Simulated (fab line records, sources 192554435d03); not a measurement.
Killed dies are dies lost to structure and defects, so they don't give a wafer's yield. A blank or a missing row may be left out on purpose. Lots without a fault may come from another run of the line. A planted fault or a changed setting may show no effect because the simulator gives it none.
Chamber matching | flow n5_finfet | N5_HKMG_FIN_NWFM_ALD_20 on ald_metal-02: 4 sister chambers
The step deposits TiAlC, target thk 2 nm, pulse time 3 s, purge time 2 s. 14 wafers are shown with their chamber, then 7 later ones without.

WAFERS WITH THEIR CHAMBER
wafer  | chamber | heater_power_w (W) | precursor_pulse_height_rel
L076.1 | 2       | 455                | 0.999
L076.2 | 0       | 465                | 0.966
L076.3 | 3       | 492                | 0.963
L083.1 | 0       | 465                | 0.957
L083.3 | 3       | 497                | 1.013
L083.6 | 3       | 485                | 0.999
L087.2 | 1       | 477                | 1.012
L087.5 | 2       | 453                | 0.988
L087.6 | 1       | 482                | 0.988
L088.1 | 0       | 476                | 0.971
L088.2 | 3       | 478                | 1.016
L088.6 | 3       | 500                | 0.991
L090.3 | 1       | 466                | 1.009
L090.4 | 3       | 482                | 0.984

SIGNATURES (means of the wafers above)
reading                    | chamber 0 | chamber 1 | chamber 2 | chamber 3 | scatter within a chamber
heater_power_w             | 468.67    | 475.00    | 454.00    | 489.00    | 7.72
precursor_pulse_height_rel | 0.96467   | 1.00300   | 0.99350   | 0.99433   | 0.0156
Rule: a wafer's distance from a chamber is the root of the sum, over the readings, of the square of ((its reading less the chamber's mean) divided by the reading's scatter). The wafer belongs to the nearest chamber; if the next one is less than 2 further off, it can't be placed. The scatter: the root of (the sum of the squares of (reading less its chamber's mean) over the shown wafers, divided by (wafers less chambers)).

WAFERS WITHOUT THEIR CHAMBER
wafer  | heater_power_w (W) | precursor_pulse_height_rel
L090.6 | 492                | 0.989
L096.1 | 445                | 1.018
L096.2 | 465                | 1.000
L096.3 | 458                | 1.002
L096.4 | 494                | 1.006
L096.5 | 484                | 0.986
L096.6 | 458                | 1.021

WHICH CHAMBER EACH WENT THROUGH
wafer  | from the rows above               | in truth
L090.6 | can't be placed: 3 or 1           | 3
L096.1 | 2                                 | 2
L096.2 | can't be placed: 1 or 2 or 0 or 3 | 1
L096.3 | can't be placed: 2 or 1           | 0
L096.4 | can't be placed: 3 or 1           | 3
L096.5 | can't be placed: 3 or 1 or 0      | 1
L096.6 | can't be placed: 2 or 1           | 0
Placed correctly: 1 of 7. Can't be placed from these rows: 6 (the true chamber is among the candidates in 4). Placed wrongly: 0.
